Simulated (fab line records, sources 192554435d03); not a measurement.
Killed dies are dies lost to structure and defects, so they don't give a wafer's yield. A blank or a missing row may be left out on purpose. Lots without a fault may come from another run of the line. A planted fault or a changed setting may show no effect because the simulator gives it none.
fab line records | flow n5_finfet
record lots=4 wafers=12 last_day=17
route steps=1938 shown BEOL_M4@1099 BEOL_M5@1112 PASSIVATION@1910
lots that met no fault: from a run of the same line without faults
start_h: hours from the record's first day to the start of the lot's first wafer shown | wait_h: hours since the lot's step before | " the same as in the row above | L1.1+2: a row that stands for several wafers | - no value, or no start given | * or withheld: withheld | < > ~ a bound
route shown NAME@n: a module of which the file shows steps, and the number in the route of the first | usual: mean/standard deviation of fault-free wafers | same: alike in all rows | chamber/n: place in a boat | sites: the reading at each site | _std_site: their standard deviation | _edge_site: outer sites' mean less inner sites' | radius_mm: how far each site lies from the wafer's centre | mask NAME#n: copy n | behind: the tool/chamber that last shaped the wafer | hold: why the lot was held/for how many hours/how that ended | device: the transistor (n, p or np) that didn't switch | end of line: the same wafers' tests at the end of the route | a step without rows: its recipe alone | killed: dies lost to structure and defects at the first sort, not the wafer's yield | map: a wafer's dies, x killed, . not, _ none there
set.NAME: the setting as run; set.NAME@STEP: as run at that earlier step | model.NAME: the simulator's own value behind a step, which no gauge read
lots at some steps of the route; a table a step, a row a wafer
services: from which hour (start_h, from the record's first day; less than 0 if before it) a tool's chamber was out of use, for how many hours, and why
## steps
# step N5_BEOL_M4_ANNEAL_95
# recipe temp_c=400 time_s=240 ambient=vacuum
# step N5_BEOL_M4_SPUTTER_96
# recipe material=Cu target_thk_a=45 temp_c=-20 chamber_pressure_pa=0.07 power_w=withheld time_s=8.29
# step N5_BEOL_M4_ECD_50
# recipe material=Cu target_thk_a=3000
# step N5_BEOL_M4_ANNEAL_51
# recipe temp_c=225 time_s=90 ambient=N2
# step N5_BEOL_M4_CMP_52
# recipe stop_on=SiOC t_overpolish_s=6.8 down_force_psi=1 platen_rpm=50 clearing_platen_down_force_psi=1.5 clearing_platen_rpm=50 post_cmp_clean=cu_alkaline target_thk_nm=40 clearing_platen_pad_velocity_m_s=0.99484 pad_velocity_m_s=0.99484
# step N5_BEOL_M4_PRE_CLEAN_60
# recipe gas=NH3/H2 time_s=15 temp_c=* rf_power_w=300
# step N5_BEOL_M4_CO_CAP_55
# recipe material=Co target_thk_a=20 temp_c=200 precursor=CCTBA/H2 pressure_torr=30 time_s=102.1
# step N5_BEOL_M4_PRE_CLEAN_56
# recipe gas=NH3 time_s=15 temp_c=withheld rf_power_w=300
# step N5_BEOL_M4_DEP_57
# recipe material=SiCN target_thk_a=80 temp_c=withheld precursor=3MS/NH3 pressure_torr=3 rf_w=202 time_s=14
# step N5_BEOL_M4_RC_MEAS_101
# usual DIBL_N=36.5/1.4 DIBL_P=36.6/1.6 IOFF_N=0.160/0.024 IOFF_P=0.217/0.029 ION_N=674/8.7 ION_P=464/6.5 SS_N=71.6/0.47 SS_P=73.4/0.57 VT_N=250.0/2.5 VT_P=-250/3.1
# columns lot.wafer tool chamber start_h wait_h DIBL_N[mV/V] DIBL_P[mV/V] IOFF_N[nA/um] IOFF_P[nA/um] ION_N[uA/um] ION_P[uA/um] SS_N[mV/dec] SS_P[mV/dec] VT_N[mV] VT_P[mV]
L582.1 prober-02 0 193.37 0.0 34.3 34.4 0.136 0.202 668 461 71.2 73.3 251.5 -251
L582.2 " 0 " " 35.2 35.9 0.161 0.228 676 469 71.1 73.3 248.2 -248
L582.4 " 0 " " 35.5 36.4 0.161 0.226 675 464 71.3 73.7 249.8 -250
L597.1 prober-01 0 277.95 0.0 34.6 36.7 0.141 0.195 666 460 71.8 72.6 252.7 -252
L597.2 " 0 " " 34.3 35.8 0.130 0.185 659 456 71.4 73.3 254.4 -252
L597.3 " 0 " " 33.7 35.7 0.128 0.182 660 456 71.2 72.3 254.5 -254
L598.2 prober-02 0 289.12 0.2 34.8 35.7 0.137 0.188 669 462 71.1 73.2 250.9 -255
L598.3 " 0 " " 36.4 36.4 0.147 0.208 666 460 72.1 73.9 252.5 -251
L598.5 " 0 " " 35.2 36.0 0.134 0.193 658 458 71.9 73.4 254.7 -251
L602.2 prober-02 0 304.29 0.2 38.1 38.6 0.208 0.260 689 466 71.6 73.7 244.8 -247
L602.4 " 0 " " 37.4 36.5 0.174 0.223 680 465 72.1 73.2 249.1 -249
L602.5 " 0 " " 37.2 36.6 0.172 0.221 677 460 71.8 73.5 249.9 -250
# step N5_BEOL_M5_ILD_DEP_00
# recipe material=SiCOH_lowk target_thk_a=1406.4 temp_c=300 precursor=DEMS/porogen pressure_torr=5 rf_w=500 time_s=25.9
# step N5_BEOL_M5_CURE_79
# recipe temp_c=385 time_s=240 ambient=He/Ar material=SiCOH_lowk
# step N5_BEOL_M5_PECVD_70
# recipe material=SiO2 target_thk_a=160 temp_c=400 precursor=TEOS/O2 pressure_torr=5.5 rf_w=450 teos_flow_sccm=53.8 gas=O2 flow_sccm=3000 time_s=18
# step N5_BEOL_M5_HM_DEP_02
# recipe material=TiN target_thk_a=200 temp_c=25 chamber_pressure_pa=0.49996
# step N5_BEOL_M5_COAT_59
# recipe resist=SOC temp_c=250 time_s=60 spin_rpm=1500 resist_thk_nm=60
# step N5_BEOL_M5_COAT_60
# recipe resist=SiARC temp_c=220 time_s=60 spin_rpm=1500 resist_thk_nm=12
# step N5_BEOL_M5_COAT_71
# recipe resist=underlayer temp_c=205 time_s=60 spin_rpm=1500 resist_thk_nm=5
# step N5_BEOL_M5_COAT_05
# recipe resist=CAR-EUV spin_rpm=1500 resist_thk_nm=30
# step N5_BEOL_M5_EBR_07
# recipe solvent=PGMEA ebr_width_mm=1.5
# step N5_BEOL_M5_SOFTBAKE_06
# recipe temp_c=110 time_s=60 resist=CAR-EUV
# step N5_BEOL_M5_EXPOSE_08
# recipe mask_id=M5 na=0.33 source_shape=annular sigma_inner=0.4 sigma_outer=0.8 polarization=unpolarized target_cd_nm=28 dose_mj=35.75
# step N5_BEOL_M5_PEB_09
# recipe peb_temp_c=100 peb_time_s=60 resist=CAR-EUV
# step N5_BEOL_M5_DEVELOP_10
# recipe develop_time_s=30 developer=TMAH resist=CAR-EUV rinse_liquid=surfactant_rinse dry=air_spin dev_temp_c=23
# step N5_BEOL_M5_DESCUM_16
# recipe chemistry=O2 time_s=7 source_power_w=50 bias_power_w=20 pressure_mtorr=20 rf_frequency_hz=2.712e+07 temp_c=40 resist=CAR-EUV o2_flow_sccm=225
# step N5_BEOL_M5_ETCH_72
# recipe chemistry=N2/H2 target=underlayer target_depth_a=65 mask_material=CAR-EUV time_s=5.2 ion_energy_ev=200 pressure_mtorr=30 source_w=840 bias_w=150 n2_flow_sccm=200 h2_flow_sccm=200 ends=cleared
# step N5_BEOL_M5_ETCH_61
# recipe chemistry=CF4 target=SiARC target_depth_a=156 mask_material=CAR-EUV time_s=26 ion_energy_ev=80 pressure_mtorr=40 source_w=545 bias_w=36 Ar_flow_sccm=100 cf4_flow_sccm=100 ends=cleared
# step N5_BEOL_M5_ETCH_62
# recipe chemistry=N2/H2 target=SOC target_depth_a=750 overetch_a=150 mask_material=SiARC temp_c=40 time_s=112.5 ion_energy_ev=200 pressure_mtorr=30 source_w=840 bias_w=150 n2_flow_sccm=200 h2_flow_sccm=200
# step N5_BEOL_M5_STRIP_63
# recipe chemistry=N2/H2 temp_c=40 n2_flow_sccm=200 h2_flow_sccm=200 rf_frequency_hz=6e+07
# step N5_BEOL_M5_STRIP_73
# recipe chemistry=N2/H2 temp_c=40 n2_flow_sccm=200 h2_flow_sccm=200 rf_frequency_hz=6e+07
# step N5_BEOL_M5_STRIP_64
# recipe chemistry=CF4 resist=SiARC power_w=300 bias_power_w=75 pressure_mtorr=50 cf4_flow_sccm=150 rf_frequency_hz=6e+07
# step N5_BEOL_M5_HM_OPEN_17
# recipe chemistry=Cl2/BCl3 target_depth_a=200 overetch_a=60 target=TiN mask_material=SOC ion_energy_ev=150 pressure_mtorr=10 icp_w=1000 bias_w=126 Cl2_flow_sccm=53.25 bcl3_flow_sccm=21.75 Ar_flow_sccm=25
# step N5_BEOL_M5_STRIP_19
# recipe chemistry=O2 power_w=400 temp_c=40 pressure_mtorr=30 rf_frequency_hz=6e+07 bias_power_w=0 overash_fraction=0.2 o2_flow_sccm=225
# step N5_BEOL_M5_COAT_65
# recipe resist=SOC temp_c=250 time_s=60 spin_rpm=1500 resist_thk_nm=60
# step N5_BEOL_M5_COAT_66
# recipe resist=SiARC temp_c=220 time_s=60 spin_rpm=1500 resist_thk_nm=12
# step N5_PASSIVATION_ETCH_59
# recipe chemistry=Cl2/BCl3 target=TaN target_depth_a=650 time_s=34.9 ion_energy_ev=100 pressure_mtorr=10 icp_w=900 bias_w=100 Cl2_flow_sccm=60 bcl3_flow_sccm=30
# usual drypump_motor_current_A=5.8/0.45 oes_product_au=0.74/0.08 throttle_valve_pct=20.95/0.17
# columns lot.wafer tool chamber start_h wait_h drypump_motor_current_A oes_product_au rf_hours_counter_h throttle_valve_pct model.etch.depth_nm
L582.1 rie_metal-03 1 284.47 0.3 5.8 0.68 76 21.15 62.59
L582.2 " 0 " " 5.4 0.71 70 21.15 65.83
L582.4 " 1 " " 5.8 0.69 - 21.16 63.01
L597.1 rie_metal-03 1 369.72 0.3 5.8 0.49 84 21.63 39.51
L597.2 " 0 " " 5.3 0.70 78 21.18 65.84
L597.3 " 1 " " 5.8 0.49 - 21.64 39.36
L598.2 rie_metal-03 0 378.64 0.6 5.4 0.69 - 21.17 66.17
L598.3 " 0 " " 5.4 0.50 - 21.67 41.03
L598.5 " 0 " " 5.4 0.69 - 21.17 65.89
L602.2 rie_metal-01 0 407.35 0.3 6.0 0.95 2 20.67 65.86
L602.4 " 1 " " 6.6 0.72 - 20.75 63.93
L602.5 " 1 " " 6.5 0.71 - 20.75 63.77
# step N5_PASSIVATION_PROBE_49
# usual defect_limited_yield=91.2/1.4 killed_at_M0_to_M3=34/9.4 killed_at_M4_up=13/5.8 killed_at_contacts=13/6.4 killed_at_front_end=41/11 killed_at_other=3.1/2.3 killed_dies=103/16 killed_on_rim=13/3.4 killed_open=69/12 killed_short=33/7.8 sort_bin_5_function=5.1/0.91 sort_bin_6_memory=3.3/0.63 sort_n_pass=1077/16 sort_yield_pct=91.2/1.4
# same gross_dies=1180 killed_at_back_side=0 sort_bin_4_leakage[%]=0 sort_bin_8_speed[%]=0
# columns lot.wafer tool chamber start_h wait_h defect_limited_yield[%] killed_at_M0_to_M3 killed_at_M4_up killed_at_contacts killed_at_front_end killed_at_other killed_dies killed_on_rim killed_open killed_short sort_bin_5_function[%] sort_bin_6_memory[%] sort_n_pass sort_yield_pct[%]
L582.1 prober-01 - 289.37 0.0 91.6 36 13 10 38 2 99 12 55 44 4.4 3.6 1081 91.6
L582.2 prober-01 - 289.42 0.1 89.3 39 29 25 29 4 126 16 90 35 7.0 3.2 1054 89.3
L582.4 prober-01 - 289.52 0.2 88.9 39 13 21 54 4 131 8 88 43 6.9 3.9 1049 88.9
L597.1 prober-01 - 374.02 0.0 0 42 9 7 19 1103 1180 152 48 32 97.2 2.5 0 0
L597.3 prober-01 - 374.12 0.1 0 29 16 10 17 1108 1180 152 46 31 96.4 3.3 0 0
L598.3 prober-02 - 384.13 0.1 0 44 16 9 25 1086 1180 152 65 28 96.9 3.1 0 0
# killed by level:class
L582.1 BEOL_M0_SAQP:geometric_particle:short=13 BEOL_M0_SAQP:geometric_particle:open=9 FIN_SAQP:geometric_particle:open=8 DUMMY_GATE:geometric_particle:open=7 FIN_SAQP:geometric_particle:short=6 MOL_CONTACT_COAG:geometric_particle:open=6 BEOL_M4:geometric_particle:open=6 STARTING-WAFER:geometric_particle:open=5
L582.2 MOL_CONTACT_COAG:geometric_particle:open=22 BEOL_M4:geometric_particle:open=20 BEOL_M0_SAQP:geometric_particle:open=17 FIN_SAQP:geometric_particle:short=9 BEOL_M0_SAQP:geometric_particle:short=9 BEOL_M3:geometric_particle:open=6 DUMMY_GATE:geometric_particle:open=4 STARTING-WAFER:geometric_particle:open=4
L582.4 FIN_SAQP:geometric_particle:open=21 MOL_CONTACT_COAG:geometric_particle:open=14 DUMMY_GATE:geometric_particle:open=12 BEOL_M0_SAQP:geometric_particle:open=11 BEOL_M0_SAQP:geometric_particle:short=11 MOL_CONTACT_COAG:geometric_particle:short=7 FIN_SAQP:geometric_particle:short=6 BEOL_M2:geometric_particle:open=5
L597.1 PASSIVATION:area_etch=1100 BEOL_M0_SAQP:geometric_particle:short=8 MOL_CONTACT_COAG:geometric_particle:open=7 BEOL_M0_SAQP:geometric_particle:open=7 BEOL_M3:geometric_particle:short=7 BEOL_M1:geometric_particle:open=6 BEOL_M3:geometric_particle:open=6 STI_FIN_REVEAL:geometric_particle:open=5
L597.3 PASSIVATION:area_etch=1103 BEOL_M3:geometric_particle:open=8 MOL_CONTACT_COAG:geometric_particle:open=7 STI_FIN_REVEAL:geometric_particle:open=5 BEOL_M0_SAQP:geometric_particle:short=5 BEOL_M4:geometric_particle:open=5 BEOL_M4:geometric_particle:short=5 BEOL_M2:geometric_particle:short=4
L598.3 PASSIVATION:area_etch=1084 BEOL_M1:geometric_particle:open=15 BEOL_M0_SAQP:geometric_particle:open=13 MOL_CONTACT_COAG:geometric_particle:open=9 GATE_CUT:geometric_particle:short=5 DUMMY_GATE:geometric_particle:open=4 BEOL_M5:geometric_particle:open=4 GATE_CUT:geometric_particle:open=4
# map L597.1 (x killed, . not)
_________________xxxxxxxxxxxx________________
______________xxxxxxxxxxxxxxxxxx_____________
___________xxxxxxxxxxxxxxxxxxxxxxxx__________
__________xxxxxxxxxxxxxxxxxxxxxxxxxx_________
________xxxxxxxxxxxxxxxxxxxxxxxxxxxxxx_______
_______xxxxxxxxxxxxxxxxxxxxxxxxxxxxxxxx______
______xxxxxxxxxxxxxxxxxxxxxxxxxxxxxxxxxx_____
_____xxxxxxxxxxxxxxxxxxxxxxxxxxxxxxxxxxxx____
____xxxxxxxxxxxxxxxxxxxxxxxxxxxxxxxxxxxxxx___
___xxxxxxxxxxxxxxxxxxxxxxxxxxxxxxxxxxxxxxxx__
___xxxxxxxxxxxxxxxxxxxxxxxxxxxxxxxxxxxxxxxx__
__xxxxxxxxxxxxxxxxxxxxxxxxxxxxxxxxxxxxxxxxxx_
__xxxxxxxxxxxxxxxxxxxxxxxxxxxxxxxxxxxxxxxxxx_
_xxxxxxxxxxxxxxxxxxxxxxxxxxxxxxxxxxxxxxxxxxxx
_xxxxxxxxxxxxxxxxxxxxxxxxxxxxxxxxxxxxxxxxxxxx
_xxxxxxxxxxxxxxxxxxxxxxxxxxxxxxxxxxxxxxxxxxxx
_xxxxxxxxxxxxxxxxxxxxxxxxxxxxxxxxxxxxxxxxxxxx
_xxxxxxxxxxxxxxxxxxxxxxxxxxxxxxxxxxxxxxxxxxxx
_xxxxxxxxxxxxxxxxxxxxxxxxxxxxxxxxxxxxxxxxxxxx
_xxxxxxxxxxxxxxxxxxxxxxxxxxxxxxxxxxxxxxxxxxxx
_xxxxxxxxxxxxxxxxxxxxxxxxxxxxxxxxxxxxxxxxxxxx
__xxxxxxxxxxxxxxxxxxxxxxxxxxxxxxxxxxxxxxxxxx_
__xxxxxxxxxxxxxxxxxxxxxxxxxxxxxxxxxxxxxxxxxx_
___xxxxxxxxxxxxxxxxxxxxxxxxxxxxxxxxxxxxxxxx__
___xxxxxxxxxxxxxxxxxxxxxxxxxxxxxxxxxxxxxxxx__
____xxxxxxxxxxxxxxxxxxxxxxxxxxxxxxxxxxxxxx___
_____xxxxxxxxxxxxxxxxxxxxxxxxxxxxxxxxxxxx____
______xxxxxxxxxxxxxxxxxxxxxxxxxxxxxxxxxx_____
_______xxxxxxxxxxxxxxxxxxxxxxxxxxxxxxxx______
________xxxxxxxxxxxxxxxxxxxxxxxxxxxxxx_______
__________xxxxxxxxxxxxxxxxxxxxxxxxxx_________
___________xxxxxxxxxxxxxxxxxxxxxxxx__________
______________xxxxxxxxxxxxxxxxxx_____________
_________________xxxxxxxxxxxx________________
# map L598.3 (x killed, . not)
_________________xxxxxxxxxxxx________________
______________xxxxxxxxxxxxxxxxxx_____________
___________xxxxxxxxxxxxxxxxxxxxxxxx__________
__________xxxxxxxxxxxxxxxxxxxxxxxxxx_________
________xxxxxxxxxxxxxxxxxxxxxxxxxxxxxx_______
_______xxxxxxxxxxxxxxxxxxxxxxxxxxxxxxxx______
______xxxxxxxxxxxxxxxxxxxxxxxxxxxxxxxxxx_____
_____xxxxxxxxxxxxxxxxxxxxxxxxxxxxxxxxxxxx____
____xxxxxxxxxxxxxxxxxxxxxxxxxxxxxxxxxxxxxx___
___xxxxxxxxxxxxxxxxxxxxxxxxxxxxxxxxxxxxxxxx__
___xxxxxxxxxxxxxxxxxxxxxxxxxxxxxxxxxxxxxxxx__
__xxxxxxxxxxxxxxxxxxxxxxxxxxxxxxxxxxxxxxxxxx_
__xxxxxxxxxxxxxxxxxxxxxxxxxxxxxxxxxxxxxxxxxx_
_xxxxxxxxxxxxxxxxxxxxxxxxxxxxxxxxxxxxxxxxxxxx
_xxxxxxxxxxxxxxxxxxxxxxxxxxxxxxxxxxxxxxxxxxxx
_xxxxxxxxxxxxxxxxxxxxxxxxxxxxxxxxxxxxxxxxxxxx
_xxxxxxxxxxxxxxxxxxxxxxxxxxxxxxxxxxxxxxxxxxxx
_xxxxxxxxxxxxxxxxxxxxxxxxxxxxxxxxxxxxxxxxxxxx
_xxxxxxxxxxxxxxxxxxxxxxxxxxxxxxxxxxxxxxxxxxxx
_xxxxxxxxxxxxxxxxxxxxxxxxxxxxxxxxxxxxxxxxxxxx
_xxxxxxxxxxxxxxxxxxxxxxxxxxxxxxxxxxxxxxxxxxxx
__xxxxxxxxxxxxxxxxxxxxxxxxxxxxxxxxxxxxxxxxxx_
__xxxxxxxxxxxxxxxxxxxxxxxxxxxxxxxxxxxxxxxxxx_
___xxxxxxxxxxxxxxxxxxxxxxxxxxxxxxxxxxxxxxxx__
___xxxxxxxxxxxxxxxxxxxxxxxxxxxxxxxxxxxxxxxx__
____xxxxxxxxxxxxxxxxxxxxxxxxxxxxxxxxxxxxxx___
_____xxxxxxxxxxxxxxxxxxxxxxxxxxxxxxxxxxxx____
______xxxxxxxxxxxxxxxxxxxxxxxxxxxxxxxxxx_____
_______xxxxxxxxxxxxxxxxxxxxxxxxxxxxxxxx______
________xxxxxxxxxxxxxxxxxxxxxxxxxxxxxx_______
__________xxxxxxxxxxxxxxxxxxxxxxxxxx_________
___________xxxxxxxxxxxxxxxxxxxxxxxx__________
______________xxxxxxxxxxxxxxxxxx_____________
_________________xxxxxxxxxxxx________________
## services
# columns tool chamber start_h hours kind
rie_metal-03 - 279.19 0.3 repair
rie_metal-01 - 311.80 2.8 pm
rie_metal-03 - 361.15 1.4 pm
rie_metal-01 0 372.12 - clean
rie_metal-01 0 372.12 13.0 scheduled_down
rie_metal-01 0 372.12 13.0 vent_cycle
rie_metal-03 1 373.33 35.5 repair
rie_metal-03 - 401.92 15.6 pm
## key
first_sign step=N5_PASSIVATION_ETCH_59 reading=throttle_valve_pct direction=up sigmas=4.2 usual=* struck=*
effect step=N5_PASSIVATION_ETCH_59 reading=oes_product_au direction=down sigmas=3.2 usual=0.74 struck=0.49
effect step=N5_PASSIVATION_PROBE_49 reading=killed_at_other direction=up sigmas=99+ usual=3.1 struck=1099
model_effect step=N5_PASSIVATION_ETCH_59 value=etch.depth_nm without=64.57 struck=39.96
more_kills_born_at N5_PASSIVATION_ETCH_59@rie_metal-03=3287
met_at N5_PASSIVATION_ETCH_59
struck_wafers L597.1,L597.3,L598.3
later_rows_left_out L597.1,L597.3,L598.3
onset_between 284.47 369.72
fault kind=process_parameter_drift tool=rie_metal-03 chamber=- onset_h=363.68 steps=N5_PASSIVATION_ETCH_59 channel=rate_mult offset=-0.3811 shape=step end_h=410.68 scope=struck_wafers_only
# later_rows_left_out: the simulator's readings of these wafers behind a module that went badly wrong aren't trusted and aren't shown, but for the sort
